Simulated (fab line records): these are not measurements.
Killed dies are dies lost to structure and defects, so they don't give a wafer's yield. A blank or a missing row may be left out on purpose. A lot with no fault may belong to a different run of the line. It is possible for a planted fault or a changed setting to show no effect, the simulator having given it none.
A lot that was struck, set against a sound lot ; flow n5 finfet ; 28 steps out of a route of 1938
Sound: these wafers, L266.1, L266.2, L266.6. Struck: wafer L275.2 (L275.1, L275.4, from the same lot, were not struck and are left out); the cause is given at the end.
Each step with rows lists, per side, the tool, then ch with its chambers, then its first start. Under that, the readings that differ: sound wafers ; struck wafers ; difference of the means ; sigmas: that difference in standard deviations of wafers without a fault.
alike: readings whose means differ by less than 2 such deviations, and words and numbers that are the same on both sides. not compared: withheld readings, readings that some wafer has no value for, bounds like >300 that may hide the same value, and numbers for which the record gives no deviation and whose values overlap.
The two part at a step that has a row with sigmas, a row that says differs or no value, or rows on one side only. Numbers that have no deviation but don't overlap get no sigmas and don't part them. A reading missing from all wafers of one side parts the sides only when that side holds two or more wafers.

first, 1 step without rows for these wafers: N5_DUMMY_GATE_UV_OZONE_45 (time 120 s).
N5_DUMMY_GATE_INSPECT_27: inspects for defects (brightfield).
  sound on defect inspect-01 at day 2 23:52; struck on defect inspect-02 at day 5 06:31
reading;sound;struck;difference;sigmas
raw defect count;372 503 384;245;-175;-2
N5_SPACER0_ALD_07: deposits SiNx, target thk 2 nm.
  sound on ald sin-04 ch 0,2,3, day 2 23:55; struck on ald sin-03 ch 0, day 5 06:43
  alike: heater power w
N5_SPACER0_ALD_00: deposits SiOCN, target thk 3.5 nm, pulse time 3 s, purge time 2 s.
  sound on ald sin-04 ch 0,2,3, day 3 00:04; struck on ald sin-03 ch 0, day 5 06:52
reading;sound;struck;difference;sigmas
precursor pulse height rel;0.962 0.995 0.982;1.030;+0.050;+3
  alike: heater power w
then, 1 step without rows for these wafers: N5_SPACER0_ALD_08 (deposits SiNx, target thk 2 nm).
N5_SPACER0_INSPECT_04: inspects for defects (darkfield).
  sound on defect inspect-01 at day 3 00:29; struck on defect inspect-01 at day 5 07:17
reading;sound;struck;difference;sigmas
raw defect count;137 201 148;96;-66;-2
then, 6 steps without rows for these wafers: N5_SD_EPI_N_COAT_32 (time 60 s, resist thk 350 nm); N5_SD_EPI_N_COAT_33 (time 60 s, resist thk 35 nm); N5_SD_EPI_N_COAT_03 (resist thk 150 nm); N5_SD_EPI_N_EBR_05; N5_SD_EPI_N_SOFTBAKE_04 (time 60 s); N5_SD_EPI_N_EXPOSE_06 (exposes mask SD N BLK, target cd 120 nm).
N5_SD_EPI_N_PEB_07: peb time 60 s.
  sound on litho track-02 ch 0, day 3 00:41; struck on litho track-02 ch 0, day 5 07:37
  alike: chill plate temp C
then, 1 step without rows for these wafers: N5_SD_EPI_N_DEVELOP_08 (develop time 30 s).
N5_SD_EPI_N_CD_MEAS_09 targets a cd of 120 nm.
  sound on cd sem-02 ch 0, day 3 00:45; struck on cd sem-01 ch 0, day 5 07:41
  alike: cd nm
N5_SD_EPI_N_OVL_MEAS_10:
  sound on overlay-01 ch 0, day 3 00:47; struck on overlay-01 ch 0, day 5 07:43
  alike: SD_N_BLK_OVL
N5_SD_EPI_N_INSPECT_11: inspects for defects (macro).
  sound on defect inspect-01 at day 3 00:48; struck on defect inspect-02 at day 5 07:44
  alike: raw defect count
N5_SD_EPI_N_DESCUM_14: chemistry O2, time 7.9 s.
  sound on rie diel-03 ch 0,3, day 3 00:50; struck on rie diel-01 ch 3, day 5 07:46
reading;sound;struck;difference;sigmas
model.SD_EPI_N.cd nm (nm);119.8 119.2 119.4;120.4;+0.9;
  alike: drypump motor current A, oes product au, rf vpp V, showerhead plenum p Torr, throttle valve pct
  not compared: rf hours counter h
then, 3 steps without rows for these wafers: N5_SD_EPI_N_ETCH_34 (etches SiARC in CF4, target depth 45.5 nm, time 75.8 s); N5_SD_EPI_N_ETCH_35 (etches SOC in N2/H2, overetch 108 nm, time 486 s); N5_SD_EPI_N_STRIP_36 (strips in N2/H2).
N5_SD_EPI_N_ETCHBACK_44: etches SiNx in CH3F/O2, stops on SiO2, target depth 14.5 nm.
  sound on rie diel-03 ch 0,3, day 3 01:15; struck on rie diel-01 ch 3, day 5 08:11
  alike: drypump motor current A, oes product au, rf vpp V, showerhead plenum p Torr, throttle valve pct
  not compared: rf hours counter h
N5_SD_EPI_N_ETCH_45: etches SiOCN in CH3F/O2, target depth 6 nm.
  sound on rie diel-03 ch 0,3, day 3 01:21; struck on rie diel-01 ch 3, day 5 08:17
  alike: drypump motor current A, oes product au, rf vpp V, showerhead plenum p Torr, throttle valve pct
  not compared: rf hours counter h
then, 2 steps without rows for these wafers: N5_SD_EPI_N_ETCH_16 (etches SiO2 in CHF3/O2, target depth 5 nm); N5_SD_EPI_N_STRIP_47 (strips in CHF3/O2).
N5_SD_EPI_N_SD_RECESS_17: chemistry HBr/Cl2/O2, target depth 41 nm, time 23.7 s, bt time 3 s.
  sound on rie si-04 ch 0,2,3, day 3 01:31; struck on rie si-05 ch 3, day 5 08:28
reading;sound;struck;difference;sigmas
oes product au (a.u.);1.032 0.996 1.017;0.965;-0.050;-3
throttle valve pct (%);37.5 36.9 37.0;38.0;+0.9;+2
model.SD_EPI_N.cd nm (nm);119.2 119.6 119;122;+3;
  alike: drypump motor current A
  not compared: rf hours counter h
N5_SD_EPI_N_STRIP_38: strips in N2/H2.
  sound on plasma asher-02 ch 0,1, day 3 01:37; struck on plasma asher-01 ch 0, day 5 08:33
  alike: drypump motor current A, heater power w, oes product au
  not compared: rf hours counter h
N5_PASSIVATION_PROBE_49:
  sound wafers here have rows in the record (prober-01, day 14 03:05); struck ones have none

WHERE THEY PART
Last at N5_PASSIVATION_PROBE_49 as far as this record goes, first at N5_DUMMY_GATE_INSPECT_27.

WHY: the cause the simulator had injected
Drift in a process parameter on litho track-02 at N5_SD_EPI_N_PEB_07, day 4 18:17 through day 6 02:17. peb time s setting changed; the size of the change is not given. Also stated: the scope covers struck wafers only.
